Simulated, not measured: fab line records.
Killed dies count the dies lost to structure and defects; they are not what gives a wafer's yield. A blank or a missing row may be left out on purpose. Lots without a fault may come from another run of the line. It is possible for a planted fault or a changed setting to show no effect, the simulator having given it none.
Chamber matching    flow n5-finfet    4 sister chambers for N5_BEOL_M13_DESCUM_15 on rie-diel-02
The step chemistry O2, time 7.9 s. 4 wafers are shown with their chamber, then 10 later ones without.

== EACH WAFER AND ITS CHAMBER ==
wafer   chamber  drypump-motor-current-A (A)
L089.6  0        5.51
L088.6  3        6.14
L091.4  1        5.97
L091.5  2        5.96

== WAFERS WITH NO CHAMBER GIVEN ==
wafer   drypump-motor-current-A (A)
L091.6  5.96
L092.2  5.96
L092.3  6.16
L092.5  5.49
L093.3  6.17
L093.5  5.47
L093.6  6.16
L095.3  6.14
L095.4  5.95
L095.5  5.99

== WHICH CHAMBER EACH WENT THROUGH ==
wafer   from the rows above      in truth
L091.6  can't be placed: 2 or 1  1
L092.2  can't be placed: 2 or 1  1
L092.3  3                        3
L092.5  0                        0
L093.3  3                        3
L093.5  0                        0
L093.6  3                        3
L095.3  3                        3
L095.4  can't be placed: 2 or 1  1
L095.5  can't be placed: 1 or 2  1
6 of 10 placed correctly. Unplaceable from these rows: 4, with the true chamber sitting among the candidates in 4. Number placed wrongly: 0.
How it was worked out, from the rows above alone: a wafer's distance from a chamber is the root of the sum, over the readings, of the square of ((its reading less the chamber's mean) divided by the reading's scatter). The wafer belongs to the nearest chamber; if the next one is less than 2 further off, it can't be placed. A chamber's mean is the mean of its shown wafers. The scatter (one wafer shown for each chamber): square how far every hidden wafer sits from the nearest shown wafer, average those squares and take the square root.
